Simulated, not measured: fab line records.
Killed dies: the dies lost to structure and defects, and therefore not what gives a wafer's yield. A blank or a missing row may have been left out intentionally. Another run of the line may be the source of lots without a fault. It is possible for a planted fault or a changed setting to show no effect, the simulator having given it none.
A struck lot beside a sound one :: flow n5 finfet :: 37 steps out of a route of 1938
Sound: wafers L224.1, L224.4, L224.5. The struck wafers were L231.1, L231.2. The cause is named last.
Each step with rows lists, per side, the tool, then ch with its chambers, then its first start. Under that, the readings that differ: sound wafers :: struck wafers :: difference of the means :: sigmas: that difference in standard deviations of wafers without a fault.
alike: same words and numbers on both sides, and readings whose means sit less than 2 such deviations apart. not compared: any withheld reading, any reading some wafer has no value for, any bound like >300 that may hide the same value, and any number with overlapping values for which the record gives no deviation.
The two part at a step that has a row with sigmas, a row that says differs or no value, or rows on one side only. Numbers that have no deviation but don't overlap get no sigmas and don't part them. Lack of a reading on every wafer of one side parts them only where that side has two or more wafers.

first, 9 steps without rows for these wafers: N5_PMOS_HMC_CHANNEL_EPI_COAT_31 (time 60 s, resist thk 66 nm); N5_PMOS_HMC_CHANNEL_EPI_COAT_03 (resist thk 205 nm); N5_PMOS_HMC_CHANNEL_EPI_EBR_05; N5_PMOS_HMC_CHANNEL_EPI_SOFTBAKE_04 (time 60 s); N5_PMOS_HMC_CHANNEL_EPI_EXPOSE_06 (exposes mask PMOS HMC BLK, target cd 240 nm); N5_PMOS_HMC_CHANNEL_EPI_PEB_07 (peb time 60 s); N5_PMOS_HMC_CHANNEL_EPI_DEVELOP_08 (develop time 30 s); N5_PMOS_HMC_CHANNEL_EPI_DESCUM_14 (chemistry O2, time 7.9 s); N5_PMOS_HMC_CHANNEL_EPI_ETCH_32 (etches BARC in N2/H2, stops on SiO2, target depth 85.8 nm, time 50.3 s).
N5_PMOS_HMC_CHANNEL_EPI_HM_OPEN_15: chemistry CHF3/O2, target SiO2, target depth 40.6 nm, time 20.3 s.
  sound on rie diel-04 ch 0,1, day 1 17:49; struck on rie diel-04 ch 0,3, day 3 11:36
reading: model.CAR-ArF-block_of_PMOS_HMC_CHANNEL_EPI_COAT_03.thk nm (nm)
sound: 92.95 93.66 92.41
struck: 101.3 101.4
difference: +8.3
sigmas: 

reading: model.etch.depth nm (nm)
sound: 40.37 39.96 40.47
struck: 33.4 33.55
difference: -6.8
sigmas: 
  alike: drypump motor current A, oes product au, rf vpp V, showerhead plenum p Torr, throttle valve pct
  not compared: rf hours counter h
then, 25 steps without rows for these wafers: N5_PMOS_HMC_CHANNEL_EPI_STRIP_33 (strips in N2/H2); N5_PMOS_HMC_CHANNEL_EPI_STRIP_17 (strips in SPM, time 750 s); N5_PMOS_HMC_CHANNEL_EPI_ETCH_38 (etches SiO2 in CF4, target depth 1.5 nm); N5_PMOS_HMC_CHANNEL_EPI_FIN_RECESS_16 (chemistry HBr/Cl2, target Si, target depth 54 nm, time 18 s); N5_PMOS_HMC_CHANNEL_EPI_PRECLEAN_36 (cleans in O3/DIW, time 45 s); N5_PMOS_HMC_CHANNEL_EPI_PRECLEAN_18 (cleans in DHF, time 30 s); N5_PMOS_HMC_CHANNEL_EPI_SRD_19 (time 30 s); N5_PMOS_HMC_CHANNEL_EPI_EPI_20 (deposits SiGe30, target thk 59 nm); N5_PMOS_HMC_CHANNEL_EPI_HM_STRIP_35 (strips SiO2 in dHF, material SiO2, target depth 39.6 nm, time 216 s); N5_PMOS_HMC_CHANNEL_EPI_SRD_39 (time 30 s); N5_PMOS_HMC_CHANNEL_EPI_CMP_21 (polishes SiGe30, target thk 54 nm); N5_PMOS_HMC_CHANNEL_EPI_PRECLEAN_40 (cleans in DHF, time 30 s); N5_PMOS_HMC_CHANNEL_EPI_PRECLEAN_37 (cleans in O3/DIW, time 45 s); N5_PMOS_HMC_CHANNEL_EPI_PRECLEAN_24 (cleans in DHF, time 30 s); N5_PMOS_HMC_CHANNEL_EPI_SRD_25 (time 30 s); N5_PMOS_HMC_CHANNEL_EPI_EPI_26 (deposits Si from SiH4/H2, target thk 3.8 nm, time 22.7 s); N5_FIN_SAQP_PRECLEAN_42 (cleans in O3/DIW, time 60 s); N5_FIN_SAQP_PRECLEAN_00 (cleans in SC1, time 60 s); N5_FIN_SAQP_PRECLEAN_44 (cleans in SC2, time 45 s); N5_FIN_SAQP_SRD_01 (time 30 s); N5_FIN_SAQP_ALD_61 (deposits SiO2, target thk 4 nm, pulse time 1 s, purge time 2 s); N5_FIN_SAQP_DENSIFY_62 (time 60 s); N5_FIN_SAQP_HM_DEP_03 (deposits SiNx from SiH4/NH3/N2, target thk 38 nm, time 33.6 s); N5_FIN_SAQP_PECVD_47 (deposits a-Si from SiH4/He, target thk 45 nm, time 36.3 s); N5_FIN_SAQP_PECVD_48 (deposits SiNx from SiH4/NH3/N2, target thk 25 nm, time 22.1 s).
-- the record jumps here: 6 days lie between the struck wafers' starts before and after (it left off in module FIN_SAQP and takes up again in module BEOL_M4, whose first step shown is number 1111 of the route) --
N5_BEOL_M4_RC_MEAS_101:
  sound on prober-01 ch 0, day 7 21:22; struck on prober-01 ch 0, day 9 17:29
  alike: DIBL_N, DIBL_P, IOFF_N, IOFF_P, ION_N, ION_P, SS_N, SS_P, VT_N, VT_P
-- here the record skips 4 days between the struck wafers' starts before and after, leaving off in module BEOL_M4 and picking up in module PASSIVATION (first step shown: number 1936 of the route) --
N5_PASSIVATION_PROBE_49:
  record: rows for the struck wafers here (prober-02, day 14 02:29), none for the sound ones

== WHERE THEY PART ==
At N5_PASSIVATION_PROBE_49 and nowhere else, as far as this record goes.

WHY: what had been put in by the simulator
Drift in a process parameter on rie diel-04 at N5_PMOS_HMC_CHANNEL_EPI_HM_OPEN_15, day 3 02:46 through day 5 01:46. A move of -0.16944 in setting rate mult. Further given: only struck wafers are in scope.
